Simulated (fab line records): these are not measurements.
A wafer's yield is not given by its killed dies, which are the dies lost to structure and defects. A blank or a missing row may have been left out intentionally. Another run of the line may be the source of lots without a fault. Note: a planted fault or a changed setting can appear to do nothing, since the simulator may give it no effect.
The same fault as seen by 3 desks / flow n5Finfet / only its own numbers are on each desk; what lay behind them is given at the end

== THE TOOL OWNER'S DESK: rieMetal-02 ==
The tool's own readings at N5_BEOL_M9_HM_OPEN_17 (chemistry Cl2/BCl3, target TiN, target depth 20 nm, overetch 6 nm): means of the sampled wafers that have a number, for each lot that ran on this tool. Any lot whose mean is over 4 standard deviations away from the usual mean is out of limits and marked OUT; that distance is given in the brackets.
Columns: A = drypumpMotorCurrentA at N5_BEOL_M9_HM_OPEN_17, usual 5.5 A; B = mfcArSccm at N5_BEOL_M9_HM_OPEN_17, usual 25.00 sccm; C = mfcCl2Sccm at N5_BEOL_M9_HM_OPEN_17, usual 53.29 sccm; D = oesProductAu at N5_BEOL_M9_HM_OPEN_17, usual 0.65 a.u.; E = throttleValvePct at N5_BEOL_M9_HM_OPEN_17, usual 22.01 %
lot=L569; first seen here=day 15 10:16; A=5.5; B=25.14; C=53.11; D=0.61; E=21.88
lot=L573; first seen here=day 15 20:33; A=5.5; B=24.91; C=53.22; D=0.62; E=21.87
lot=L570; first seen here=day 15 21:41; A=5.5; B=25.00; C=53.39; D=0.61; E=21.89
Result from this desk: across the 3 lots, nothing is out of limits.

== THE DEFECT DESK ==
Counts from the inspections along the route, per lot, as means over the sampled wafers that have a number. Any lot whose mean is over 4 standard deviations away from the usual mean is out of limits and marked OUT; that distance is given in the brackets.
Columns: A = rawDefectCount at N5_BEOL_M9_INSPECT_13, usual 427
lot=L558; first seen here=day 11 11:47; A=511
lot=L561; first seen here=day 13 10:16; A=342
lot=L569; first seen here=day 15 09:50; A=430
lot=L573; first seen here=day 15 19:59; A=343
lot=L570; first seen here=day 15 21:02; A=378
lot=L575; first seen here=day 17 18:46; A=429
Result from this desk: across the 6 lots, nothing is out of limits.

== THE METROLOGY DESK ==
Lot by lot, what the gauges showed, no matter which tool ran the lot: averages of those sampled wafers that carry a number. Any lot whose mean is over 4 standard deviations away from the usual mean is out of limits and marked OUT; that distance is given in the brackets.
Columns: A = cdNm at N5_BEOL_M9_CD_MEAS_11, usual 64.4 nm; B = M9_OVL at N5_BEOL_M9_OVL_MEAS_12, usual -0.1 nm
lot=L558; first seen here=day 11 11:44; A=64.1; B=0.2
lot=L561; first seen here=day 13 10:13; A=65.2; B=-0.1
lot=L569; first seen here=day 15 09:47; A=64.6; B=-0.0
lot=L573; first seen here=day 15 19:55; A=64.4; B=0.6
lot=L570; first seen here=day 15 20:58; A=63.9; B=0.3
lot=L575; first seen here=day 17 18:43; A=64.4; B=-0.5
Result from this desk: across the 6 lots, nothing is out of limits.

== TAKEN TOGETHER ==
The tool owner's desk saw nothing out of limits.
Nothing out of limits was seen by the defect desk.
Nothing out of limits was seen by the metrology desk.

== WHAT WAS PUT IN BY THE SIMULATOR ==
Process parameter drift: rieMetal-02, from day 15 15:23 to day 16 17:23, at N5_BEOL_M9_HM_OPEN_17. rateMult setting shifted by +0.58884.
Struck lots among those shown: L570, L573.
